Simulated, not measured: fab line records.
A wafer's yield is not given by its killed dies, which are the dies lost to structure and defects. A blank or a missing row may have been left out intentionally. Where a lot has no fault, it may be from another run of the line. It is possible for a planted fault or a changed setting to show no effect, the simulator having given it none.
A lot that was struck, set against a sound lot / flow nandHarc / 13 steps out of a route of 1159
Sound: these wafers, L947.3, L947.4, L947.5. Wafers struck: L933.1, L933.2, L933.5. The cause is named last.
Each step with rows lists, per side, the tool, then ch with its chambers, then its first start. Under that, the readings that differ: sound wafers / struck wafers / difference of the means / sigmas: that difference in standard deviations of wafers without a fault.
alike: words and numbers the same on both sides, and readings whose means are apart by under 2 such deviations; not compared: readings that were withheld, readings missing a value for some wafer, numbers with overlapping values and no deviation given by the record, and bounds like >300 which may hide the same value.
A row with sigmas, a row that says differs or no value, or rows on one side alone: a step with any of these is where the two part. Non-overlapping numbers with no deviation appear without sigmas and do not part them. Lack of a reading on every wafer of one side parts them only where that side has two or more wafers.

NHARC_P_M0_INSPECT_27:
  struck on defectInspect-02, day 7 09:27; sound on defectInspect-02, day 10 19:37
  alike: rawDefectCount
NHARC_P_M0_PRE_CLEAN_31: time 12 s.
  sound on pecvd-04 ch 0,1,2, day 10 19:48; struck on pecvd-03 ch 0,2, day 7 09:32
  alike: heaterPowerW
  not compared: sinceWetCleanH
NHARC_P_M0_DEP_32: deposits SiCN, target thk 30 nm.
  sound on pecvd-04 ch 0,1,2, day 10 19:53; struck on pecvd-03 ch 0,2, day 7 09:38
  alike: heaterPowerW
  not compared: sinceWetCleanH
then, 8 steps without rows for these wafers: NHARC_P_M1_DEP_00 (deposits SiOC, target thk 182.5 nm); NHARC_P_M1_DEHYDRATE_01 (time 120 s); NHARC_P_M1_HMDS_02 (time 30 s); NHARC_P_M1_COAT_34 (time 65 s); NHARC_P_M1_COAT_03 (resist thk 90 nm); NHARC_P_M1_SOFTBAKE_04 (time 55 s); NHARC_P_M1_EBR_05; NHARC_P_M1_EXPOSE_06 (exposes mask P M1, target cd 130 nm).
NHARC_P_M1_PEB_07: peb time 65 s.
  struck on lithoTrack-04, day 7 10:37; sound on lithoTrack-06 ch 0, day 10 21:01
  no value came back on the struck wafers for chillPlateTempC (C), exhaustPa (Pa), heaterPowerTotalW (W); on the sound wafers chillPlateTempC (C) reads 22.98 22.91 23.04
then, 1 step without rows for these wafers: NHARC_P_M1_DEVELOP_08 (develop time 35 s).

== WHERE THEY PART ==
NHARC_P_M1_PEB_07 only, going by this record.

WHY: what had been put in by the simulator
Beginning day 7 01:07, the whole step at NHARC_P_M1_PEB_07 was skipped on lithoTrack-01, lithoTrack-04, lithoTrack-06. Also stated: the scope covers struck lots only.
